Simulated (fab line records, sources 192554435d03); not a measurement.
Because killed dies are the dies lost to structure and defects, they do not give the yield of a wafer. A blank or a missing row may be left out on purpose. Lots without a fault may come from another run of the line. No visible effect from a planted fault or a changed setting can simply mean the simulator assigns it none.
Which tool was responsible?    flow n5_finfet    24 lots, 72 wafers sampled, at 6 steps of a route of 1938

== WHAT EACH GAUGE READ, for each wafer ==
N5_BEOL_M10_CD_MEAS_28 targets a cd of 70 nm.
lot   measured      on         cd_nm (nm)
L074  day 9 21:47   cd_sem-01  71.1 71.7 70.8
L076  day 9 21:37   cd_sem-01  70.0 68.1 67.7
L075  day 10 06:11  cd_sem-01  69.2 70.1 70.3
L078  day 10 09:15  cd_sem-02  68.9 69.8 70.2
L077  day 10 08:59  cd_sem-03  70.5 70.3 69.9
L079  day 11 05:10  cd_sem-03  69.5 70.2 69.6
L080  day 11 15:43  cd_sem-01  70.0 69.9 70.3
L081  day 12 00:04  cd_sem-03  71.4 70.2 69.7
L082  day 12 00:07  cd_sem-03  69.7 70.4 69.3
L084  day 12 16:44  cd_sem-02  69.7 71.2 69.6
L083  day 12 17:06  cd_sem-03  71.9 72.1 72.0
L086  day 13 03:20  cd_sem-01  69.3 68.1 69.4
L085  day 13 03:51  cd_sem-01  71.6 70.7 70.6
L087  day 13 09:28  cd_sem-02  70.4 70.8 70.0
L088  day 13 10:44  cd_sem-03  70.1 68.4 70.5
L089  day 13 18:02  cd_sem-03  70.0 69.3 69.5
L091  day 14 12:16  cd_sem-02  69.9 68.9 70.6
L090  day 14 12:26  cd_sem-03  70.9 68.0 69.6
L092  day 14 16:06  cd_sem-02  70.6 71.6 71.7
L093  day 15 07:22  cd_sem-03  71.1 69.3 70.9
L096  day 15 11:47  cd_sem-02  71.7 71.1 71.8
L095  day 15 18:22  cd_sem-03  69.4 70.0 69.6
L094  day 15 18:25  cd_sem-03  71.0 71.5 70.8
L097  day 16 13:11  cd_sem-01  69.9 69.4 69.9

== WHICH TOOL RAN EACH LOT (tool, then ch and the chambers of the sampled wafers, then the start) ==
lot   N5_BEOL_M9_DESCUM_33                N5_BEOL_M9_CMP_52              N5_BEOL_M9_DEP_56                N5_BEOL_M10_PECVD_70             N5_BEOL_M10_STRIP_67
L074  rie_diel-05 ch 0,2,3, day 9 13:13   cmp-02 ch 0,1, day 9 16:32     pecvd-01 ch 0,2, day 9 16:53     pecvd-02 ch 0,1, day 9 17:40     rie_diel-01 ch 1,3, day 9 19:54
L076  rie_diel-04 ch 1,3, day 9 15:08     cmp-02 ch 1,2,3, day 9 17:14   pecvd-02 ch 1, day 9 17:36       pecvd-03 ch 0,2, day 9 18:23     rie_diel-06 ch 1,2, day 9 20:08
L075  rie_diel-02 ch 1,2,3, day 9 21:48   cmp-03 ch 0,1,3, day 10 00:16  pecvd-04 ch 0,1, day 10 00:33    pecvd-03 ch 0,1, day 10 01:20    rie_diel-03 ch 2,3, day 10 04:47
L078  rie_diel-05 ch 0,1,3, day 10 03:10  cmp-03 ch 2,3, day 10 05:45    pecvd-02 ch 1, day 10 06:07      pecvd-01 ch 0,1,2, day 10 07:23  rie_diel-01 ch 1,3, day 10 08:37
L077  rie_diel-05 ch 1,2,3, day 10 03:35  cmp-03 ch 0,3, day 10 06:11    pecvd-02 ch 0,1, day 10 06:31    pecvd-03 ch 0,2, day 10 07:20    rie_diel-03 ch 0,1,2, day 10 08:16
L079  rie_diel-04 ch 2,3, day 10 19:08    cmp-01 ch 0,1,2, day 10 23:00  pecvd-04 ch 0,1, day 10 23:22    pecvd-01 ch 0,2, day 11 00:07    rie_diel-01 ch 0,1,3, day 11 03:16
L080  rie_diel-04 ch 0,1,2, day 11 05:25  cmp-02 ch 0,2,3, day 11 07:55  pecvd-04 ch 0,2, day 11 08:17    pecvd-03 ch 1,2, day 11 09:15    rie_diel-06 ch 1,2,3, day 11 12:46
L081  rie_diel-05 ch 0,2,3, day 11 15:46  cmp-01 ch 0,2,3, day 11 18:19  pecvd-01 ch 0,2, day 11 18:38    pecvd-01 ch 1,2, day 11 19:52    rie_diel-06 ch 0,2,3, day 11 21:51
L082  rie_diel-02 ch 0,1,2, day 11 15:49  cmp-02 ch 1,2,3, day 11 18:34  pecvd-01 ch 1,2, day 11 18:56    pecvd-03 ch 0,1,2, day 11 19:54  rie_diel-06 ch 0,3, day 11 22:08
L084  rie_diel-04 ch 0,3, day 12 09:06    cmp-03 ch 0,1,2, day 12 12:20  pecvd-01 ch 0,1,2, day 12 12:40  pecvd-02 ch 1,2, day 12 13:28    rie_diel-01 ch 0,2,3, day 12 15:59
L083  rie_diel-02 ch 0,3, day 12 09:11    cmp-02 ch 0,3, day 12 12:33    pecvd-01 ch 1,2, day 12 12:55    pecvd-03 ch 0,1,2, day 12 13:46  rie_diel-06 ch 0,1,2, day 12 16:18
L086  rie_diel-05 ch 0,1, day 12 19:35    cmp-03 ch 0,2, day 12 22:09    pecvd-04 ch 0,2, day 12 22:31    pecvd-02 ch 0,2, day 12 23:19    rie_diel-06 ch 1,2,3, day 13 02:01
L085  rie_diel-04 ch 0,1, day 12 20:13    cmp-01 ch 0,2, day 13 00:06    pecvd-02 ch 0,1,2, day 13 00:25  pecvd-03 ch 1,2, day 13 01:11    rie_diel-06 ch 0,1,2, day 13 03:13
L087  rie_diel-04 ch 0,1,3, day 13 02:26  cmp-01 ch 1,2,3, day 13 05:05  pecvd-01 ch 0,1, day 13 05:25    pecvd-01 ch 1,2, day 13 06:25    rie_diel-06 ch 0,1,2, day 13 08:37
L088  rie_diel-02 ch 2,3, day 13 04:13    cmp-02 ch 2,3, day 13 06:43    pecvd-01 ch 0,1,2, day 13 07:04  pecvd-01 ch 0,1, day 13 07:50    rie_diel-03 ch 1,3, day 13 09:53
L089  rie_diel-02 ch 0,2,3, day 13 09:53  cmp-02 ch 1,2,3, day 13 13:07  pecvd-04 ch 0,1, day 13 13:25    pecvd-02 ch 0,1, day 13 14:11    rie_diel-03 ch 0,1,3, day 13 16:01
L091  rie_diel-02 ch 0,2,3, day 14 03:26  cmp-01 ch 1,2,3, day 14 05:45  pecvd-01 ch 0,1,2, day 14 06:04  pecvd-02 ch 0,1,2, day 14 06:50  rie_diel-01 ch 0,2,3, day 14 07:47
L090  rie_diel-02 ch 0,1,2, day 14 04:03  cmp-03 ch 0,1,3, day 14 06:21  pecvd-02 ch 0,1,2, day 14 06:40  pecvd-01 ch 0,2, day 14 07:26    rie_diel-01 ch 2,3, day 14 08:56
L092  rie_diel-02 ch 0,3, day 14 08:02    cmp-03 ch 0,3, day 14 13:09    pecvd-02 ch 0,1,2, day 14 13:31  pecvd-02 ch 0,1, day 14 14:16    rie_diel-06 ch 0,2, day 14 15:36
L093  rie_diel-02 ch 0,3, day 14 21:20    cmp-01 ch 0,1,2, day 15 00:48  pecvd-04 ch 0,1,2, day 15 01:02  pecvd-01 ch 0,1,2, day 15 01:49  rie_diel-06 ch 1,2,3, day 15 05:38
L096  rie_diel-05 ch 1,2,3, day 15 05:01  cmp-03 ch 1,2,3, day 15 07:28  pecvd-01 ch 0,1,2, day 15 07:49  pecvd-02 ch 0,1, day 15 08:35    rie_diel-06 ch 0,1,2, day 15 09:37
L095  rie_diel-02 ch 0,1,3, day 15 07:38  cmp-03 ch 0,2,3, day 15 13:19  pecvd-04 ch 1,2, day 15 13:40    pecvd-01 ch 0,1, day 15 14:38    rie_diel-01 ch 0,1,2, day 15 17:35
L094  rie_diel-02 ch 0,2, day 15 08:11    cmp-01 ch 0,2,3, day 15 14:20  pecvd-04 ch 0,1, day 15 14:41    pecvd-02 ch 0,2, day 15 15:28    rie_diel-03 ch 0,2, day 15 17:45
L097  rie_diel-02 ch 1,2, day 16 05:46    cmp-02 ch 0,3, day 16 09:23    pecvd-02 ch 0,1, day 16 09:44    pecvd-02 ch 0,1, day 16 10:30    rie_diel-06 ch 0,3, day 16 12:31
- N5_BEOL_M9_DESCUM_33: chemistry O2, time 7 s.
- N5_BEOL_M9_CMP_52: polishes, stops on SiCOH lowk, t overpolish 7 s, target thk 140 nm.
- N5_BEOL_M9_DEP_56: deposits SiCN from 3MS/NH3, target thk 15 nm, time 26.5 s.
- N5_BEOL_M10_PECVD_70: deposits SiO2 from TEOS/O2, target thk 20 nm, time 22.7 s.
- N5_BEOL_M10_STRIP_67: strips in CF4.

== AS READ BY THE TOOLS THEMSELVES (means over the sampled wafers that have a number; for cases with no such wafer, the mark the record gives instead) ==
N5_BEOL_M9_DESCUM_33.
lot   tool         drypump_motor_current_A (A)  oes_product_au (a.u.)  rf_vpp_V (V)  showerhead_plenum_p_Torr (Torr)  throttle_valve_pct (%)
L074  rie_diel-05  6.1                          0.79                   243.1         2.08                             20.37
L076  rie_diel-04  5.4                          0.76                   245.1         2.17                             20.23
L075  rie_diel-02  6.5                          0.84                   242.9         2.08                             20.47
L078  rie_diel-05  5.8                          0.74                   242.7         2.06                             20.35
L077  rie_diel-05  6.1                          0.81                   242.8         2.03                             20.38
L079  rie_diel-04  5.6                          0.75                   244.4         2.18                             20.40
L080  rie_diel-04  5.5                          0.86                   243.6         2.14                             20.32
L081  rie_diel-05  6.1                          0.78                   243.5         2.07                             20.39
L082  rie_diel-02  6.0                          0.89                   243.5         2.12                             20.35
L084  rie_diel-04  5.4                          0.90                   244.7         2.20                             20.32
L083  rie_diel-02  5.5                          0.89                   244.2         2.17                             20.23
L086  rie_diel-05  5.5                          0.73                   242.5         2.05                             20.37
L085  rie_diel-04  5.3                          0.93                   243.6         2.13                             20.14
L087  rie_diel-04  5.4                          0.89                   243.8         2.17                             20.25
L088  rie_diel-02  6.6                          0.76                   243.1         2.08                             20.58
L089  rie_diel-02  6.1                          0.83                   244.4         2.13                             20.44
L091  rie_diel-02  6.1                          0.82                   243.8         2.12                             20.46
L090  rie_diel-02  6.0                          0.85                   243.3         2.11                             20.37
L092  rie_diel-02  6.0                          0.80                   244.1         2.12                             20.38
L093  rie_diel-02  5.6                          0.86                   243.9         2.16                             20.25
L096  rie_diel-05  6.2                          0.77                   242.3         2.01                             20.43
L095  rie_diel-02  5.9                          0.84                   243.9         2.10                             20.32
L094  rie_diel-02  5.6                          0.88                   244.1         2.17                             20.32
L097  rie_diel-02  6.5                          0.80                   243.1         2.07                             20.59

N5_BEOL_M9_CMP_52.
lot   tool    barrier_field_endpoint_s (s)  edge_zone_pressure_frac  motor_current_A (A)  overpolish_run_s (s)  slurry_filter_dp_kPa (kPa)  time_to_endpoint_s (s)
L074  cmp-02  28.6                          0.999                    5.5                  6.999                 13.57                       61
L076  cmp-02  28.1                          1.002                    5.8                  7.001                 13.58                       63
L075  cmp-03  29.2                          0.998                    6.2                  6.997                 13.48                       68
L078  cmp-03  28.5                          0.996                    5.9                  7.011                 13.41                       67
L077  cmp-03  28.1                          1.009                    5.7                  7.002                 13.65                       68
L079  cmp-01  28.1                          0.995                    6.2                  6.994                 13.44                       64
L080  cmp-02  28.1                          1.000                    5.4                  6.996                 13.49                       63
L081  cmp-01  28.1                          0.997                    5.9                  6.994                 13.57                       66
L082  cmp-02  27.4                          1.007                    5.7                  7.002                 13.53                       62
L084  cmp-03  29.2                          0.998                    6.3                  7.001                 13.48                       67
L083  cmp-02  29.2                          1.003                    5.0                  6.994                 13.39                       64
L086  cmp-03  29.3                          1.002                    6.4                  6.988                 13.58                       71
L085  cmp-01  29.5                          1.002                    5.9                  7.002                 13.55                       66
L087  cmp-01  29.6                          1.006                    6.0                  7.002                 13.48                       66
L088  cmp-02  29.4                          1.005                    5.8                  6.996                 13.50                       65
L089  cmp-02  28.3                          1.003                    5.9                  7.003                 13.55                       65
L091  cmp-01  28.9                          1.000                    6.3                  6.996                 13.35                       67
L090  cmp-03  28.8                          0.997                    6.0                  7.007                 13.51                       63
L092  cmp-03  28.4                          1.006                    5.8                  6.997                 13.44                       63
L093  cmp-01  28.6                          0.996                    6.3                  7.003                 13.53                       66
L096  cmp-03  28.3                          1.002                    6.2                  7.008                 13.46                       67
L095  cmp-03  28.7                          1.000                    6.0                  7.003                 13.35                       66
L094  cmp-01  29.0                          1.000                    5.6                  7.003                 13.60                       66
L097  cmp-02  28.1                          0.998                    5.2                  6.998                 13.31                       64

N5_BEOL_M9_DEP_56.
lot   tool      showerhead_plenum_p_Torr (Torr)  throttle_valve_pct (%)
L074  pecvd-01  3.650                            8.5
L076  pecvd-02  3.669                            9.4
L075  pecvd-04  3.670                            9.2
L078  pecvd-02  3.673                            9.5
L077  pecvd-02  3.675                            9.3
L079  pecvd-04  3.672                            9.1
L080  pecvd-04  3.664                            8.5
L081  pecvd-01  3.641                            8.7
L082  pecvd-01  3.660                            8.8
L084  pecvd-01  3.652                            8.9
L083  pecvd-01  3.655                            8.4
L086  pecvd-04  3.663                            8.6
L085  pecvd-02  3.679                            8.9
L087  pecvd-01  3.650                            9.2
L088  pecvd-01  3.649                            8.7
L089  pecvd-04  3.664                            9.0
L091  pecvd-01  3.654                            8.8
L090  pecvd-02  3.675                            9.0
L092  pecvd-02  3.680                            9.2
L093  pecvd-04  3.665                            8.8
L096  pecvd-01  3.656                            8.8
L095  pecvd-04  3.665                            8.7
L094  pecvd-04  3.663                            9.1
L097  pecvd-02  3.674                            9.1

N5_BEOL_M10_PECVD_70.
lot   tool      heater_power_w (W)  showerhead_plenum_p_Torr (Torr)  throttle_valve_pct (%)
L074  pecvd-02  708                 8.83                             22.8
L076  pecvd-03  882                 8.76                             22.2
L075  pecvd-03  841                 8.74                             22.2
L078  pecvd-01  645                 8.70                             21.7
L077  pecvd-03  812                 8.76                             22.2
L079  pecvd-01  599                 8.69                             21.7
L080  pecvd-03  817                 8.76                             22.2
L081  pecvd-01  589                 8.74                             21.6
L082  pecvd-03  812                 8.74                             22.1
L084  pecvd-02  708                 8.91                             21.7
L083  pecvd-03  825                 8.75                             22.0
L086  pecvd-02  652                 8.90                             21.4
L085  pecvd-03  755                 8.76                             22.2
L087  pecvd-01  581                 8.75                             20.9
L088  pecvd-01  625                 8.70                             22.4
L089  pecvd-02  719                 8.84                             22.4
L091  pecvd-02  734                 8.85                             22.3
L090  pecvd-01  699                 8.68                             21.8
L092  pecvd-02  782                 8.82                             22.4
L093  pecvd-01  632                 8.71                             21.8
L096  pecvd-02  754                 8.82                             22.6
L095  pecvd-01  658                 8.68                             22.6
L094  pecvd-02  700                 8.90                             21.5
L097  pecvd-02  685                 8.80                             22.9

N5_BEOL_M10_STRIP_67.
lot   tool         drypump_motor_current_A (A)  oes_product_au (a.u.)  power_w (W)  rf_vpp_V (V)  showerhead_plenum_p_Torr (Torr)  throttle_valve_pct (%)
L074  rie_diel-01  6.1                          0.79                   300.3        270.8         1.79                             13.41
L076  rie_diel-06  5.9                          0.91                   299.8        272.9         1.87                             13.27
L075  rie_diel-03  5.4                          0.89                   301.1        271.6         1.80                             13.38
L078  rie_diel-01  6.1                          0.79                   300.0        271.4         1.79                             13.43
L077  rie_diel-03  5.7                          0.87                   300.3        271.1         1.79                             13.50
L079  rie_diel-01  6.2                          0.81                   299.7        271.6         1.80                             13.46
L080  rie_diel-06  5.8                          0.84                   299.6        272.3         1.83                             13.58
L081  rie_diel-06  5.5                          0.81                   299.4        271.6         1.82                             13.70
L082  rie_diel-06  5.5                          0.74                   299.9        271.3         1.81                             13.94
L084  rie_diel-01  5.8                          0.91                   299.8        270.9         1.78                             13.35
L083  rie_diel-06  5.6                          0.84                   299.6        273.1         1.85                             13.44
L086  rie_diel-06  5.8                          0.82                   299.9        272.5         1.83                             13.60
L085  rie_diel-06  5.5                          0.83                   300.4        272.5         1.85                             13.46
L087  rie_diel-06  5.6                          0.83                   300.3        272.5         1.85                             13.46
L088  rie_diel-03  5.8                          0.85                   300.1        269.8         1.75                             13.34
L089  rie_diel-03  5.9                          0.84                   299.6        270.1         1.77                             13.48
L091  rie_diel-01  5.8                          0.89                   300.0        271.1         1.78                             13.36
L090  rie_diel-01  5.4                          0.91                   299.8        270.8         1.76                             13.33
L092  rie_diel-06  5.4                          0.84                   299.4        271.7         1.83                             13.51
L093  rie_diel-06  5.8                          0.80                   299.6        271.9         1.82                             13.64
L096  rie_diel-06  5.5                          0.81                   300.6        272.4         1.84                             13.50
L095  rie_diel-01  6.1                          0.83                   299.1        271.3         1.79                             13.39
L094  rie_diel-03  5.7                          0.82                   299.8        271.4         1.81                             13.67
L097  rie_diel-06  5.5                          0.71                   300.8        271.2         1.80                             14.04

== THE ANSWER, worked out from the rows above alone ==
Rule: the usual values come from the lots themselves. The widest of any qualifying gaps counts: lots, ordered by their means at a reading, are off when they make up no more than a third of the lots, leave a main group of 4 or more, and stand apart from it by 3 or more times the standard deviation of that group's means. A main group whose means are all the same, to the digits that the tables above print for the reading, isn't used. A lot without any number at a reading at which 4 lots or more have one is off too. Any other lot the step has rows for is counted as sound. Order of review: gauges by route order, followed by the tools' own readings, for which a lot's mean as printed above is used. At the first step where some lot is off, the reading lying furthest off is the one used; lots without a number count as furthest.
Across all readings shown, no lot is off: no conclusion can be drawn from this.

== WHAT HAD BEEN PUT IN BY THE SIMULATOR ==
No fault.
